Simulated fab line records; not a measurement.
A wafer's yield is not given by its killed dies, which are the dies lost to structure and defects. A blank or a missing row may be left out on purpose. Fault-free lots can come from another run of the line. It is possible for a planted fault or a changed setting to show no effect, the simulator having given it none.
fab line records	flow n5Finfet
record: lots: 24	wafers: 72	lastDay: 17
route steps=1938 shown BEOL_M7@1321 BEOL_M8@1348
lots with no fault: from the same line, run without faults
startH: the number of hours between the record's first day and the start of the first shown wafer of the lot	waitH: hours from the lot's prior step to this one	" same as the row above	L1.1+2: a single row standing in for several wafers	- no value, or no start was given	* or withheld: withheld	< > ~ a bound
route shown NAME@n: NAME is a module with steps in the file, n the number in the route of the first one	usual: mean and standard deviation over wafers with no fault	same: alike in all rows	chamber/n: place in a boat	sites: readings site by site	_std_site: how widely they spread, as a standard deviation	_edge_site: inner sites' mean taken away from outer sites' mean	radiusMm: how far each site lies from the wafer's centre	mask NAME#n: copy n	behind: the last tool/chamber to shape the wafer	hold: why the lot went on hold/how many hours it stayed there/how the hold came to an end	device: the n, p or np transistor that did not switch	end of line: tests of these same wafers at the route's end	a step given without rows: its recipe and nothing more	killed: not the wafer's yield, but the dies lost to structure and defects at the first sort	map: per-die view of a wafer (x killed, . not killed, _ where there is no die)
set.NAME: the run value of the setting; set.NAME@STEP: its run value at that earlier step	model.NAME: the simulator's own value behind a step, which no gauge read
route steps across a sampled set of lots; one table per step, one row per wafer
services: from which hour (startH, from the record's first day; less than 0 if before it) a tool's chamber was out of use, for how many hours, and why
== steps ==
step: N5_BEOL_M7_SURFACE_TREAT_79
recipe: gas: Ar	timeS: *	ionEnergyEv: *	ionCurrentMaCm2: 0.5	pressureMtorr: *	arFlowSccm: 30
usual: pressureMtorr: *	throttleValvePct: *
lot.wafer	tool	chamber	startH	waitH	pressureMtorr	throttleValvePct
L074.2	pvdSputter-03	-	193.39	0.2	*	*
L074.3	"	-	"	"	*	*
L074.4	"	-	"	"	*	*
L075.1	pvdSputter-02	-	213.76	0.2	*	*
L075.4	"	-	"	"	*	*
L075.5	"	-	"	"	*	*
L076.3	pvdSputter-02	-	214.35	0.2	*	*
L076.5	"	-	"	"	*	*
L076.6	"	-	"	"	*	*
L077.2	pvdSputter-02	-	214.39	0.3	*	*
L077.3	"	-	"	"	*	*
L077.4	"	-	"	"	*	*
L079.1	pvdSputter-03	-	218.59	0.2	*	*
L079.4	"	-	"	"	*	*
L079.6	"	-	"	"	*	*
L078.1	pvdSputter-01	-	218.62	0.2	*	*
L078.4	"	-	"	"	*	*
L078.5	"	-	"	"	*	*
L080.3	pvdSputter-02	-	231.36	0.2	*	*
L080.4	"	-	"	"	*	*
L080.5	"	-	"	"	*	*
L081.3	pvdSputter-03	-	240.17	0.2	*	*
L081.5	"	-	"	"	*	*
L081.6	"	-	"	"	*	*
L082.1	pvdSputter-01	-	244.34	0.2	*	*
L082.4	"	-	"	"	*	*
L082.6	"	-	"	"	*	*
L083.1	pvdSputter-02	-	251.48	0.4	*	*
L083.4	"	-	"	"	*	*
L083.5	"	-	"	"	*	*
L085.3	pvdSputter-03	-	265.05	0.3	*	*
L085.5	"	-	"	"	*	*
L085.6	"	-	"	"	*	*
L086.1	pvdSputter-03	-	273.97	1.8	*	*
L086.5	"	-	"	"	*	*
L086.6	"	-	"	"	*	*
L084.1	pvdSputter-03	-	276.17	0.4	*	*
L084.2	"	-	"	"	*	*
L084.6	"	-	"	"	*	*
L088.2	pvdSputter-03	-	279.01	0.4	*	*
L088.5	"	-	"	"	*	*
L088.6	"	-	"	"	*	*
L087.1	pvdSputter-01	-	285.96	0.2	*	*
L087.2	"	-	"	"	*	*
L087.3	"	-	"	"	*	*
L089.1	pvdSputter-02	-	286.84	0.7	*	*
L089.4	"	-	"	"	*	*
L089.6	"	-	"	"	*	*
L090.2	pvdSputter-03	-	293.73	0.4	*	*
L090.3	"	-	"	"	*	*
L090.6	"	-	"	"	*	*
L091.1	pvdSputter-03	-	294.21	0.6	*	*
L091.2	"	-	"	"	*	*
L091.3	"	-	"	"	*	*
L093.1	pvdSputter-02	-	303.81	0.2	*	*
L093.5	"	-	"	"	*	*
L093.6	"	-	"	"	*	*
L092.2	pvdSputter-03	-	311.90	1.8	*	*
L092.4	"	-	"	"	*	*
L092.5	"	-	"	"	*	*
L094.1	pvdSputter-02	-	327.27	0.3	*	*
L094.3	"	-	"	"	*	*
L094.4	"	-	"	"	*	*
L095.2	pvdSputter-02	-	331.93	0.2	*	*
L095.4	"	-	"	"	*	*
L095.5	"	-	"	"	*	*
L096.1	pvdSputter-01	-	336.63	0.2	*	*
L096.3	"	-	"	"	*	*
L096.6	"	-	"	"	*	*
L097.3	pvdSputter-02	-	343.88	0.3	*	*
L097.4	"	-	"	"	*	*
L097.6	"	-	"	"	*	*
step: N5_BEOL_M7_SPUTTER_48
recipe: material: Cu	targetThkA: 100	tempC: -20	biasV: 60	powerW: 26000	chamberPressurePa: 0.13	timeS: 1.667
usual: throttleValvePct: 30.2/0.86
lot.wafer	tool	chamber	startH	waitH	throttleValvePct
L074.2	pvdSputter-03	-	193.59	0.1	28.9
L074.3	"	-	"	"	30.1
L074.4	"	-	"	"	31.0
L075.1	pvdSputter-02	-	213.96	0.1	30.3
L075.4	"	-	"	"	29.8
L075.5	"	-	"	"	29.7
L076.3	pvdSputter-02	-	214.59	0.1	31.4
L076.5	"	-	"	"	30.2
L076.6	"	-	"	"	29.7
L077.2	pvdSputter-02	-	214.83	0.1	29.4
L077.3	"	-	"	"	31.5
L077.4	"	-	"	"	30.1
L079.1	pvdSputter-02	-	218.82	0.1	29.6
L079.4	"	-	"	"	30.1
L079.6	"	-	"	"	29.6
L078.1	pvdSputter-03	-	218.95	0.1	30.2
L078.4	"	-	"	"	30.5
L078.5	"	-	"	"	30.0
L080.3	pvdSputter-01	-	231.68	0.1	28.9
L080.4	"	-	"	"	31.4
L080.5	"	-	"	"	31.6
L081.3	pvdSputter-02	-	241.92	1.4	31.2
L081.5	"	-	"	"	31.1
L081.6	"	-	"	"	29.6
L082.1	pvdSputter-01	-	244.56	0.1	30.9
L082.4	"	-	"	"	29.0
L082.6	"	-	"	"	31.8
L083.1	pvdSputter-02	-	251.80	0.2	31.1
L083.4	"	-	"	"	29.7
L083.5	"	-	"	"	30.2
L085.3	pvdSputter-02	-	265.28	0.1	31.3
L085.5	"	-	"	"	30.4
L085.6	"	-	"	"	29.4
L086.1	pvdSputter-03	-	274.43	0.1	30.2
L086.5	"	-	"	"	28.3
L086.6	"	-	"	"	30.2
L084.1	pvdSputter-02	-	276.38	0.1	31.4
L084.2	"	-	"	"	29.6
L084.6	"	-	"	"	31.3
L088.2	pvdSputter-03	-	280.09	0.2	28.5
L088.5	"	-	"	"	28.8
L088.6	"	-	"	"	30.7
L087.1	pvdSputter-02	-	286.16	0.1	29.5
L087.2	"	-	"	"	30.1
L087.3	"	-	"	"	31.3
L089.1	pvdSputter-01	-	288.06	0.9	31.7
L089.4	"	-	"	"	30.8
L089.6	"	-	"	"	31.7
L090.2	pvdSputter-02	-	294.40	0.1	29.2
L090.3	"	-	"	"	30.3
L090.6	"	-	"	"	30.3
L091.1	pvdSputter-02	-	294.54	0.1	29.4
L091.2	"	-	"	"	31.5
L091.3	"	-	"	"	30.5
L093.1	pvdSputter-01	-	304.00	0.1	30.9
L093.5	"	-	"	"	31.7
L093.6	"	-	"	"	30.9
L092.2	pvdSputter-03	-	312.10	0.1	28.6
L092.4	"	-	"	"	30.5
L092.5	"	-	"	"	31.2
L094.1	pvdSputter-01	-	327.59	0.2	31.0
L094.3	"	-	"	"	31.7
L094.4	"	-	"	"	31.6
L095.2	pvdSputter-03	-	332.36	0.1	30.2
L095.4	"	-	"	"	30.9
L095.5	"	-	"	"	30.5
L096.1	pvdSputter-02	-	336.85	0.1	30.0
L096.3	"	-	"	"	29.6
L096.6	"	-	"	"	31.1
L097.3	pvdSputter-03	-	344.26	0.2	30.4
L097.4	"	-	"	"	30.6
L097.6	"	-	"	"	30.3
step: N5_BEOL_M7_DEP_56
recipe: material: SiCN	targetThkA: 100	tempC: withheld	precursor: 3MS/NH3	pressureTorr: 3	rfW: 202	timeS: 17.5
usual: showerheadPlenumPTorr: 3.667/0.013	throttleValvePct: 8.9/0.58
lot.wafer	tool	chamber	startH	waitH	showerheadPlenumPTorr	throttleValvePct
L074.2	pecvd-01	0	194.45	0.0	3.670	9.4
L074.3	"	1	"	"	3.671	8.8
L074.4	"	2	"	"	3.660	8.8
L075.1	pecvd-04	0	214.86	0.0	3.691	8.9
L075.4	"	1	"	"	3.661	8.1
L075.5	"	1	"	"	3.663	8.3
L076.3	pecvd-04	1	216.02	0.0	3.668	8.0
L076.5	"	0	"	"	3.679	8.9
L076.6	"	1	"	"	3.678	8.3
L077.2	pecvd-04	1	216.28	0.0	3.672	8.4
L077.3	"	0	"	"	3.684	8.9
L077.4	"	1	"	"	3.676	8.3
L079.1	pecvd-01	0	219.81	0.0	3.674	9.5
L079.4	"	2	"	"	3.660	8.7
L079.6	"	1	"	"	3.669	8.9
L078.1	pecvd-02	0	220.08	0.0	3.641	9.9
L078.4	"	1	"	"	3.661	9.4
L078.5	"	0	"	"	3.641	10.1
L080.3	pecvd-02	1	233.12	0.0	3.659	9.5
L080.4	"	1	"	"	3.657	9.7
L080.5	"	0	"	"	3.634	9.9
L081.3	pecvd-01	2	242.96	0.0	3.673	8.7
L081.5	"	2	"	"	3.662	8.8
L081.6	"	0	"	"	3.672	9.7
L082.1	pecvd-02	2	245.42	0.0	3.672	8.0
L082.4	"	1	"	"	3.659	9.8
L082.6	"	2	"	"	3.673	8.3
L083.1	pecvd-04	1	253.09	0.0	3.666	8.5
L083.4	"	2	"	"	3.665	8.5
L083.5	"	1	"	"	3.662	8.2
L085.3	pecvd-04	1	266.51	0.0	3.674	8.4
L085.5	"	1	"	"	3.670	8.1
L085.6	"	0	"	"	3.681	9.1
L086.1	pecvd-04	1	275.31	0.0	3.671	8.2
L086.5	"	0	"	"	3.677	8.9
L086.6	"	2	"	"	3.674	8.5
L084.1	pecvd-04	1	277.71	0.0	3.673	8.1
L084.2	"	0	"	"	3.690	9.3
L084.6	"	0	"	"	3.683	8.7
L088.2	pecvd-02	1	281.17	0.0	3.654	9.6
L088.5	"	1	"	"	3.662	9.8
L088.6	"	2	"	"	3.679	8.2
L087.1	pecvd-01	0	287.03	0.0	3.671	9.8
L087.2	"	1	"	"	3.674	8.5
L087.3	"	2	"	"	3.667	8.7
L089.1	pecvd-01	0	289.12	0.0	3.685	9.8
L089.4	"	1	"	"	3.669	8.8
L089.6	"	0	"	"	3.666	9.4
L090.2	pecvd-01	2	295.92	0.1	3.672	8.7
L090.3	"	2	"	"	3.668	8.8
L090.6	"	2	"	"	3.662	9.0
L091.1	pecvd-04	0	296.27	0.0	3.685	9.2
L091.2	"	2	"	"	3.666	8.6
L091.3	"	1	"	"	3.669	8.2
L093.1	pecvd-04	0	305.06	0.0	3.687	9.1
L093.5	"	2	"	"	3.666	8.7
L093.6	"	1	"	"	3.667	8.4
L092.2	pecvd-02	1	313.91	0.0	3.650	9.8
L092.4	"	0	"	"	3.642	10.1
L092.5	"	1	"	"	3.658	9.7
L094.1	pecvd-04	0	328.59	0.0	3.687	8.9
L094.3	"	2	"	"	3.671	8.6
L094.4	"	1	"	"	3.667	8.4
L095.2	pecvd-02	2	334.18	0.0	3.675	8.7
L095.4	"	2	"	"	3.679	8.7
L095.5	"	1	"	"	3.672	9.6
L096.1	pecvd-01	2	337.71	0.0	3.674	9.1
L096.3	"	0	"	"	3.684	9.6
L096.6	"	2	"	"	3.656	8.9
L097.3	pecvd-02	1	345.87	0.0	3.657	9.8
L097.4	"	1	"	"	3.662	9.6
L097.6	"	0	"	"	3.641	10.1
step: N5_BEOL_M8_DESCUM_16
recipe: chemistry: O2	timeS: 7.9	sourcePowerW: 50	biasPowerW: 20	pressureMtorr: 20	rfFrequencyHz: 2.712e+07	tempC: 40	resist: CAR-ArF	o2FlowSccm: 225
usual: drypumpMotorCurrentA: 5.8/0.39	oesProductAu: 0.82/0.076	rfVppV: 243.8/1.2	showerheadPlenumPTorr: 2.13/0.062	throttleValvePct: 20.23/0.24
lot.wafer	tool	chamber	startH	waitH	drypumpMotorCurrentA	oesProductAu	rfHoursCounterH	rfVppV	showerheadPlenumPTorr	throttleValvePct
L074.2	rieDiel-04	2	197.29	0.0	5.9	0.80	99	244.2	2.11	20.63
L074.3	"	1	"	"	6.0	0.84	65	244.1	2.12	19.98
L074.4	"	3	"	"	5.6	0.93	-	244.1	2.14	20.04
L075.1	rieDiel-04	0	217.82	0.0	5.4	0.86	61	244.3	2.13	20.35
L075.4	"	3	"	"	5.6	0.91	22	244.9	2.14	20.05
L075.5	"	0	"	"	5.4	0.87	-	243.6	2.13	20.34
L076.3	rieDiel-05	0	218.30	0.0	5.1	0.89	30	245.6	2.22	20.40
L076.5	"	2	"	"	5.8	0.90	-	244.4	2.13	19.84
L076.6	"	0	"	"	5.0	0.88	-	245.7	2.22	20.41
L077.2	rieDiel-06	3	218.37	0.0	6.6	0.68	247	242.5	1.97	20.13
L077.3	"	1	"	"	6.4	0.85	78	245.5	2.21	20.36
L077.4	"	0	"	"	5.9	0.74	167	242.8	2.10	20.34
L079.1	rieDiel-05	2	221.80	0.0	5.8	0.90	38	244.1	2.13	19.84
L079.4	"	2	"	"	5.8	0.89	-	242.7	2.13	19.86
L079.6	"	1	"	"	5.7	0.73	-	243.5	2.17	20.21
L078.1	rieDiel-05	2	222.15	0.0	5.8	0.89	38	242.5	2.13	19.86
L078.4	"	1	"	"	5.6	0.73	-	244.4	2.18	20.20
L078.5	"	0	"	"	5.0	0.88	-	244.3	2.22	20.40
L080.3	rieDiel-04	2	235.82	0.0	5.9	0.79	112	242.8	2.11	20.64
L080.4	"	1	"	"	6.0	0.82	78	243.6	2.12	20.01
L080.5	"	0	"	"	5.4	0.86	-	243.5	2.13	20.36
L081.3	rieDiel-05	3	245.89	0.0	5.9	0.99	1	243.0	2.06	20.20
L081.5	"	0	"	"	5.1	0.86	-	245.1	2.22	20.43
L081.6	"	1	"	"	5.6	0.72	-	244.5	2.17	20.22
L082.1	rieDiel-05	1	247.00	0.1	5.7	0.72	165	244.7	2.17	20.23
L082.4	"	0	"	"	5.1	0.86	44	244.9	2.22	20.43
L082.6	"	3	"	"	5.9	0.98	-	243.4	2.06	20.20
L083.1	rieDiel-06	0	255.69	0.0	5.9	0.72	181	243.4	2.09	20.35
L083.4	"	2	"	"	5.6	0.75	181	240.7	1.99	20.48
L083.5	"	0	"	"	5.9	0.72	-	242.7	2.09	20.36
L085.3	rieDiel-06	2	268.74	0.0	5.6	0.74	187	242.5	1.99	20.49
L085.5	"	2	"	"	5.6	0.75	-	240.1	1.99	20.47
L085.6	"	0	"	"	5.9	0.72	-	242.5	2.09	20.36
L086.1	rieDiel-06	3	277.40	0.1	6.6	0.96	9	244.1	2.22	19.73
L086.5	"	1	"	"	6.4	0.84	-	244.4	2.21	20.40
L086.6	"	2	"	"	5.6	0.74	-	241.6	1.99	20.50
L084.1	rieDiel-06	1	279.78	0.3	6.4	0.82	96	245.3	2.20	20.39
L084.2	"	2	"	"	5.6	0.74	189	242.5	1.99	20.49
L084.6	"	2	"	"	5.6	0.74	-	242.8	1.99	20.49
L088.2	rieDiel-05	0	283.65	0.2	5.1	0.84	58	245.7	2.21	20.45
L088.5	"	2	"	"	5.8	0.85	-	243.5	2.12	19.89
L088.6	"	1	"	"	5.6	0.71	-	244.0	2.17	20.24
L087.1	rieDiel-04	2	288.97	0.0	5.9	0.77	131	243.5	2.10	20.67
L087.2	"	0	"	"	5.4	0.82	89	244.1	2.12	20.40
L087.3	"	1	"	"	6.0	0.80	99	243.5	2.11	20.02
L089.1	rieDiel-05	2	292.65	0.0	5.8	0.83	68	246.0	2.12	19.88
L089.4	"	3	"	"	5.9	0.91	19	242.6	2.05	20.23
L089.6	"	2	"	"	5.8	0.84	-	243.7	2.12	19.88
L090.2	rieDiel-06	1	297.66	0.1	6.5	0.82	103	244.5	2.20	20.38
L090.3	"	0	"	"	5.9	0.71	196	244.2	2.08	20.38
L090.6	"	3	"	"	6.6	0.94	-	245.8	2.22	19.74
L091.1	rieDiel-04	1	297.83	0.0	6.0	0.79	102	244.0	2.11	20.04
L091.2	"	0	"	"	5.4	0.82	92	243.2	2.12	20.40
L091.3	"	2	"	"	5.9	0.77	134	242.8	2.10	20.66
L093.1	rieDiel-05	2	307.66	0.0	5.8	0.84	74	241.7	2.12	19.91
L093.5	"	1	"	"	5.7	0.70	-	244.9	2.16	20.24
L093.6	"	2	"	"	5.8	0.84	-	243.5	2.12	19.91
L092.2	rieDiel-04	3	318.02	0.0	5.6	0.86	58	245.1	2.12	20.09
L092.4	"	2	"	"	5.9	0.77	141	243.0	2.10	20.70
L092.5	"	0	"	"	5.4	0.81	-	242.6	2.11	20.41
L094.1	rieDiel-04	0	331.12	0.0	5.4	0.81	103	244.6	2.11	20.43
L094.3	"	1	"	"	6.0	0.79	114	244.7	2.10	20.06
L094.4	"	2	"	"	5.9	0.75	145	243.9	2.10	20.69
L095.2	rieDiel-05	3	337.20	0.1	5.9	0.88	35	242.2	2.05	20.25
L095.4	"	0	"	"	5.0	0.80	78	245.9	2.21	20.48
L095.5	"	3	"	"	5.9	0.87	-	244.1	2.05	20.25
L096.1	rieDiel-04	1	340.25	0.1	6.0	0.79	117	244.4	2.10	20.06
L096.3	"	2	"	"	5.9	0.76	148	243.7	2.09	20.71
L096.6	"	1	"	"	6.0	0.78	-	243.5	2.10	20.06
L097.3	rieDiel-05	3	347.63	0.0	5.9	0.87	38	241.0	2.04	20.26
L097.4	"	3	"	"	5.9	0.87	-	242.3	2.04	20.26
L097.6	"	1	"	"	5.7	0.68	-	245.7	2.16	20.29
step: N5_BEOL_M8_STRIP_36
recipe: chemistry: N2/H2	powerW: 450	tempC: 40	pressureMtorr: 20	rfFrequencyHz: 6e+07	overashFraction: 0.3	biasPowerW: 7	h2Frac: 0.5	n2FlowSccm: 200	h2FlowSccm: 200
usual: drypumpMotorCurrentA: 5.8/0.42	n2FlowSccm: 200.0/0.56	oesProductAu: 0.80/0.078	rfVppV: 59.2/1.5	showerheadPlenumPTorr: 2.58/0.086	throttleValvePct: 23.41/0.29
lot.wafer	tool	chamber	startH	waitH	drypumpMotorCurrentA	n2FlowSccm	oesProductAu	rfHoursCounterH	rfVppV	showerheadPlenumPTorr	throttleValvePct
L074.2	rieDiel-06	2	203.64	0.0	5.6	199.8	0.76	163	57.6	2.43	23.60
L074.3	"	1	"	"	6.5	200.2	0.84	74	56.8	2.68	23.56
L074.4	"	0	"	"	5.9	199.3	0.72	162	58.0	2.53	23.40
L075.1	rieDiel-06	3	219.05	0.0	6.6	200.4	0.68	247	60.0	2.40	23.40
L075.4	"	0	"	"	5.9	200.6	0.73	167	59.2	2.53	23.40
L075.5	"	0	"	"	5.9	200.2	0.73	-	57.0	2.53	23.41
L077.2	rieDiel-06	1	221.13	0.0	6.4	200.3	0.84	79	60.8	2.68	23.59
L077.3	"	2	"	"	5.6	199.1	0.75	169	59.6	2.43	23.63
L077.4	"	0	"	"	5.9	200.1	0.73	167	58.6	2.53	23.40
L076.3	rieDiel-05	0	221.53	0.0	5.1	199.3	0.88	31	57.9	2.70	23.77
L076.5	"	0	"	"	5.1	200.2	0.87	-	59.7	2.70	23.76
L076.6	"	1	"	"	5.7	200.1	0.72	-	58.1	2.65	23.40
L079.1	rieDiel-05	1	223.58	0.0	5.6	200.0	0.73	154	58.6	2.65	23.40
L079.4	"	1	"	"	5.7	200.3	0.74	-	61.2	2.65	23.37
L079.6	"	2	"	"	5.8	199.9	0.89	-	61.5	2.59	22.88
L078.1	rieDiel-06	3	224.17	0.0	6.6	199.7	0.68	249	58.0	2.40	23.39
L078.4	"	0	"	"	5.9	199.9	0.74	169	58.8	2.53	23.40
L078.5	"	0	"	"	5.9	200.0	0.74	-	60.2	2.53	23.40
L080.3	rieDiel-05	0	239.04	0.0	5.1	200.3	0.85	40	59.6	2.70	23.77
L080.4	"	1	"	"	5.6	199.4	0.73	-	58.2	2.64	23.39
L080.5	"	2	"	"	5.8	200.3	0.87	-	59.3	2.58	22.85
L082.1	rieDiel-05	0	249.39	0.0	5.0	199.7	0.87	44	58.9	2.70	23.81
L082.4	"	1	"	"	5.6	200.8	0.71	166	59.2	2.64	23.37
L082.6	"	0	"	"	5.1	199.5	0.86	-	60.8	2.70	23.79
L081.3	rieDiel-06	1	249.61	0.0	6.4	199.5	0.83	90	59.7	2.68	23.61
L081.5	"	2	"	"	5.6	200.5	0.76	-	57.5	2.43	23.64
L081.6	"	0	"	"	5.9	200.1	0.72	-	58.5	2.52	23.37
L083.1	rieDiel-05	3	256.95	0.0	5.9	200.7	0.96	5	61.3	2.50	23.39
L083.4	"	1	"	"	5.6	198.8	0.71	169	58.8	2.64	23.40
L083.5	"	1	"	"	5.6	198.8	0.71	-	58.9	2.64	23.40
L085.3	rieDiel-05	1	270.45	0.0	5.7	201.0	0.72	174	60.3	2.64	23.44
L085.5	"	2	"	"	5.8	199.5	0.85	-	58.5	2.58	22.88
L085.6	"	1	"	"	5.7	200.2	0.72	-	59.3	2.64	23.40
L086.1	rieDiel-06	1	278.69	0.0	6.4	199.1	0.83	96	57.7	2.67	23.61
L086.5	"	0	"	"	5.9	200.5	0.72	-	58.4	2.52	23.41
L086.6	"	3	"	"	6.6	200.1	0.96	-	59.0	2.71	23.01
L084.1	rieDiel-06	1	281.91	0.0	6.5	200.2	0.82	97	59.9	2.67	23.59
L084.2	"	0	"	"	5.9	200.0	0.72	190	59.7	2.52	23.44
L084.6	"	3	"	"	6.6	199.6	0.97	-	59.8	2.71	23.03
L088.2	rieDiel-04	3	285.03	0.0	5.6	200.5	0.87	46	59.7	2.58	23.24
L088.5	"	2	"	"	5.9	200.1	0.78	-	58.1	2.55	24.01
L088.6	"	3	"	"	5.6	200.2	0.87	-	61.5	2.58	23.26
L087.1	rieDiel-06	3	292.29	0.0	6.6	199.8	0.94	14	58.8	2.71	23.04
L087.2	"	1	"	"	6.5	200.7	0.82	101	58.3	2.67	23.61
L087.3	"	0	"	"	5.9	199.1	0.71	194	58.7	2.52	23.42
L089.1	rieDiel-05	1	293.90	0.0	5.7	199.7	0.71	183	60.5	2.64	23.41
L089.4	"	3	"	"	5.9	199.0	0.91	20	58.1	2.49	23.40
L089.6	"	2	"	"	5.8	200.3	0.86	-	57.2	2.58	22.91
L091.1	rieDiel-04	2	300.25	0.0	6.0	200.0	0.77	135	60.2	2.55	23.96
L091.2	"	1	"	"	6.0	200.4	0.80	102	58.6	2.56	23.13
L091.3	"	0	"	"	5.4	199.5	0.83	92	61.1	2.56	23.36
L090.2	rieDiel-06	3	300.92	0.0	6.6	201.4	0.94	17	59.2	2.71	23.01
L090.3	"	1	"	"	6.4	200.3	0.81	104	58.5	2.67	23.59
L090.6	"	0	"	"	5.9	199.4	0.70	-	60.2	2.52	23.41
L093.1	rieDiel-04	1	309.15	0.0	6.0	200.0	0.79	106	59.2	2.56	23.15
L093.5	"	0	"	"	5.5	199.7	0.80	-	59.4	2.55	23.36
L093.6	"	1	"	"	6.0	200.5	0.79	-	60.7	2.56	23.17
L092.2	rieDiel-04	2	320.12	0.0	5.9	199.8	0.76	142	58.6	2.55	24.01
L092.4	"	3	"	"	5.6	200.7	0.86	59	56.9	2.57	23.31
L092.5	"	0	"	"	5.5	200.1	0.80	-	58.6	2.55	23.39
L094.1	rieDiel-04	0	336.11	0.0	5.5	199.8	0.79	104	60.1	2.55	23.37
L094.3	"	2	"	"	5.9	199.4	0.75	147	59.4	2.54	24.02
L094.4	"	3	"	"	5.6	199.1	0.85	64	56.6	2.57	23.29
L095.2	rieDiel-05	3	338.74	0.0	5.9	200.6	0.89	36	58.7	2.49	23.42
L095.4	"	0	"	"	5.1	200.2	0.81	79	56.1	2.68	23.83
L095.5	"	0	"	"	5.1	200.2	0.81	-	59.8	2.68	23.83
L096.1	rieDiel-04	1	342.19	0.0	6.0	200.7	0.79	117	61.8	2.56	23.17
L096.3	"	0	"	"	5.4	200.6	0.80	106	58.9	2.55	23.38
L096.6	"	3	"	"	5.6	199.2	0.85	-	60.0	2.57	23.30
L097.3	rieDiel-05	3	348.87	0.0	5.9	200.5	0.87	39	57.5	2.48	23.42
L097.4	"	3	"	"	5.9	200.1	0.88	-	56.9	2.48	23.43
L097.6	"	1	"	"	5.7	200.9	0.69	-	57.7	2.62	23.42
step: N5_BEOL_M8_CURE_75
recipe: tempC: 370	timeS: 120	ambient: DMADMS/He	material: SiCOH_lowk
usual: lampPowerPct: 52.31/0.056	wafer_temp_C_max: 371.5/0.5
lot.wafer	tool	chamber	startH	waitH	lampPowerPct	wafer_temp_C_max
L074.2	uvCure-03	0	204.14	0.1	52.41	372.0
L074.3	"	0	"	"	52.32	372.5
L074.4	"	0	"	"	52.29	372.6
L075.1	uvCure-01	1	219.44	0.0	52.28	370.8
L075.4	"	1	"	"	52.33	371.2
L075.5	"	1	"	"	52.32	371.2
L077.2	uvCure-01	1	221.58	0.1	52.32	371.3
L077.3	"	1	"	"	52.35	371.4
L077.4	"	1	"	"	52.33	370.8
L076.3	uvCure-02	2	222.02	0.1	52.32	371.1
L076.5	"	2	"	"	52.15	371.9
L076.6	"	2	"	"	52.27	371.9
L079.1	uvCure-01	1	223.97	0.0	52.26	371.2
L079.4	"	1	"	"	52.35	370.8
L079.6	"	1	"	"	52.33	370.9
L078.1	uvCure-01	2	224.56	0.0	52.32	371.7
L078.4	"	2	"	"	52.30	372.0
L078.5	"	2	"	"	52.26	372.0
L080.3	uvCure-02	1	239.53	0.1	52.30	371.1
L080.4	"	1	"	"	52.27	371.6
L080.5	"	1	"	"	52.33	371.7
L082.1	uvCure-03	1	249.78	0.0	52.33	372.3
L082.4	"	1	"	"	52.37	372.1
L082.6	"	1	"	"	52.38	371.9
L081.3	uvCure-03	2	250.18	0.2	52.39	371.5
L081.5	"	2	"	"	52.30	371.1
L081.6	"	2	"	"	52.31	371.3
L083.1	uvCure-03	1	257.34	0.0	52.35	371.7
L083.4	"	1	"	"	52.27	371.8
L083.5	"	1	"	"	52.20	371.3
L085.3	uvCure-01	0	271.05	0.2	52.28	371.5
L085.5	"	0	"	"	52.30	371.1
L085.6	"	0	"	"	52.32	371.3
L086.1	uvCure-01	0	279.39	0.3	52.38	371.2
L086.5	"	0	"	"	52.20	371.5
L086.6	"	0	"	"	52.27	371.3
L084.1	uvCure-03	1	283.12	0.8	52.45	371.8
L084.2	"	1	"	"	52.32	371.9
L084.6	"	1	"	"	52.30	371.5
L088.2	uvCure-01	2	285.48	0.1	52.36	372.4
L088.5	"	2	"	"	52.36	371.6
L088.6	"	2	"	"	52.29	371.7
L087.1	uvCure-01	1	292.69	0.0	52.20	371.0
L087.2	"	1	"	"	52.22	371.0
L087.3	"	1	"	"	52.24	370.7
L089.1	uvCure-03	1	294.29	0.0	52.25	372.2
L089.4	"	1	"	"	52.31	371.4
L089.6	"	1	"	"	52.35	372.1
L091.1	uvCure-03	1	300.64	0.0	52.32	371.6
L091.2	"	1	"	"	52.35	372.3
L091.3	"	1	"	"	52.31	372.1
L090.2	uvCure-03	2	301.36	0.1	52.31	371.7
L090.3	"	2	"	"	52.32	371.1
L090.6	"	2	"	"	52.22	371.5
L093.1	uvCure-03	1	309.57	0.1	52.34	371.5
L093.5	"	1	"	"	52.30	371.9
L093.6	"	1	"	"	52.32	371.5
L092.2	uvCure-01	1	320.57	0.1	52.32	371.2
L092.4	"	1	"	"	52.42	371.3
L092.5	"	1	"	"	52.25	371.5
L094.1	uvCure-03	1	336.50	0.0	52.17	372.0
L094.3	"	1	"	"	52.33	371.5
L094.4	"	1	"	"	52.35	371.9
L095.2	uvCure-03	2	339.42	0.3	52.27	371.2
L095.4	"	2	"	"	52.22	371.1
L095.5	"	2	"	"	52.28	371.0
L096.1	uvCure-02	0	342.59	0.0	52.41	372.1
L096.3	"	0	"	"	52.30	371.2
L096.6	"	0	"	"	52.17	371.5
L097.3	uvCure-03	0	349.36	0.1	52.28	372.7
L097.4	"	0	"	"	52.33	372.1
L097.6	"	0	"	"	52.35	372.9
== services ==
tool	chamber	startH	hours	kind
pvdSputter-03	-	169.70	3.3	repair
pecvd-02	-	189.03	6.0	pm
rieDiel-05	3	204.47	-	clean
rieDiel-05	3	204.47	-	consumableReplace:focusRing
rieDiel-05	3	204.47	40.2	scheduledDown
rieDiel-05	3	204.47	40.2	ventCycle
uvCure-01	-	208.68	7.5	pm
rieDiel-06	3	228.27	-	clean
rieDiel-06	3	228.27	-	consumableReplace:focusRing
uvCure-02	-	241.33	2.1	pm
uvCure-02	-	263.19	7.3	repair
pecvd-02	2	273.24	6.8	repair
uvCure-02	-	277.47	6.0	pm
pecvd-01	1	289.93	18.0	repair
pecvd-01	0	293.05	6.1	repair
pvdSputter-01	-	300.26	1.2	repair
rieDiel-04	0	314.36	2.7	repair
pecvd-01	2	315.64	3.9	repair
pecvd-01	-	318.23	0.4	repair
uvCure-02	-	330.51	7.5	pm
pvdSputter-01	-	330.77	4.0	repair
uvCure-01	-	338.37	2.1	pm
uvCure-03	-	344.14	0.3	repair
rieDiel-05	0	344.58	14.1	repair
== key ==
fault none
